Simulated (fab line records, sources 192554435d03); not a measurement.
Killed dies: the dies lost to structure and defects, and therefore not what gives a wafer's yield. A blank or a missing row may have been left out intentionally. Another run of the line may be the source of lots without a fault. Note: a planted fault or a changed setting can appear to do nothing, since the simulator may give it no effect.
Chamber matching / flow n5-finfet / N5_MOL_CONTACT_COAG_CMP_23 on cmp-02: 4 sister chambers
The step polishes, stops on SiO2, t overpolish 1.5 s, target thk 0 nm. 14 wafers are shown with their chamber, then 6 later ones without.

## WAFERS WITH THEIR CHAMBER
wafer=L715.1; chamber=2; motor-current-A (A)=9.1; overpolish-run-s (s)=1.501; time-to-endpoint-s (s)=8.4
wafer=L715.3; chamber=1; motor-current-A (A)=8.4; overpolish-run-s (s)=1.519; time-to-endpoint-s (s)=8.7
wafer=L715.4; chamber=3; motor-current-A (A)=8.0; overpolish-run-s (s)=1.507; time-to-endpoint-s (s)=7.7
wafer=L716.2; chamber=0; motor-current-A (A)=9.5; overpolish-run-s (s)=1.490; time-to-endpoint-s (s)=11.0
wafer=L716.3; chamber=1; motor-current-A (A)=8.3; overpolish-run-s (s)=1.508; time-to-endpoint-s (s)=11.6
wafer=L716.4; chamber=2; motor-current-A (A)=9.1; overpolish-run-s (s)=1.505; time-to-endpoint-s (s)=9.1
wafer=L720.2; chamber=3; motor-current-A (A)=7.8; overpolish-run-s (s)=1.494; time-to-endpoint-s (s)=6.0
wafer=L720.3; chamber=2; motor-current-A (A)=8.9; overpolish-run-s (s)=1.495; time-to-endpoint-s (s)=10.0
wafer=L720.6; chamber=2; motor-current-A (A)=9.1; overpolish-run-s (s)=1.491; time-to-endpoint-s (s)=9.3
wafer=L722.3; chamber=0; motor-current-A (A)=9.2; overpolish-run-s (s)=1.497; time-to-endpoint-s (s)=6.6
wafer=L722.5; chamber=2; motor-current-A (A)=8.5; overpolish-run-s (s)=1.512; time-to-endpoint-s (s)=8.4
wafer=L722.6; chamber=3; motor-current-A (A)=8.2; overpolish-run-s (s)=1.508; time-to-endpoint-s (s)=7.2
wafer=L727.1; chamber=3; motor-current-A (A)=8.0; overpolish-run-s (s)=1.499; time-to-endpoint-s (s)=1.6
wafer=L727.2; chamber=2; motor-current-A (A)=8.8; overpolish-run-s (s)=1.505; time-to-endpoint-s (s)=5.7

SIGNATURES (means of the wafers above)
reading=motor-current-A; chamber 0=9.350; chamber 1=8.350; chamber 2=8.917; chamber 3=8.000; scatter within a chamber=0.205
reading=overpolish-run-s; chamber 0=1.49350; chamber 1=1.51350; chamber 2=1.50150; chamber 3=1.50200; scatter within a chamber=0.00712
reading=time-to-endpoint-s; chamber 0=8.800; chamber 1=10.150; chamber 2=8.483; chamber 3=5.625; scatter within a chamber=2.19
Rule: for each reading, subtract the chamber's mean from the wafer's reading, divide by that reading's scatter and square the result; add these up over the readings and take the root, which gives the wafer's distance from the chamber. The wafer belongs to the nearest chamber; if the next one is less than 2 further off, it can't be placed. The scatter: the root of (the sum of the squares of (reading less its chamber's mean) over the shown wafers, divided by (wafers less chambers)).

## WAFERS WITHOUT THEIR CHAMBER
wafer=L727.4; motor-current-A (A)=9.1; overpolish-run-s (s)=1.493; time-to-endpoint-s (s)=4.7
wafer=L730.1; motor-current-A (A)=9.2; overpolish-run-s (s)=1.512; time-to-endpoint-s (s)=8.5
wafer=L730.4; motor-current-A (A)=7.8; overpolish-run-s (s)=1.510; time-to-endpoint-s (s)=6.4
wafer=L730.5; motor-current-A (A)=8.2; overpolish-run-s (s)=1.493; time-to-endpoint-s (s)=6.9
wafer=L732.2; motor-current-A (A)=8.5; overpolish-run-s (s)=1.492; time-to-endpoint-s (s)=8.0
wafer=L732.3; motor-current-A (A)=8.1; overpolish-run-s (s)=1.511; time-to-endpoint-s (s)=6.6

## EACH ONE'S CHAMBER
wafer=L727.4; from the rows above=can't be placed: 0 or 2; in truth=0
wafer=L730.1; from the rows above=can't be placed: 2 or 0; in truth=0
wafer=L730.4; from the rows above=can't be placed: 3 or 1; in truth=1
wafer=L730.5; from the rows above=can't be placed: 3 or 1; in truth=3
wafer=L732.2; from the rows above=can't be placed: 2 or 3 or 1 or 0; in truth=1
wafer=L732.3; from the rows above=can't be placed: 3 or 1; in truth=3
0 of 6 placed correctly. These rows do not allow placing 6 (true chamber among the candidates in 6). Placed wrongly: 0.
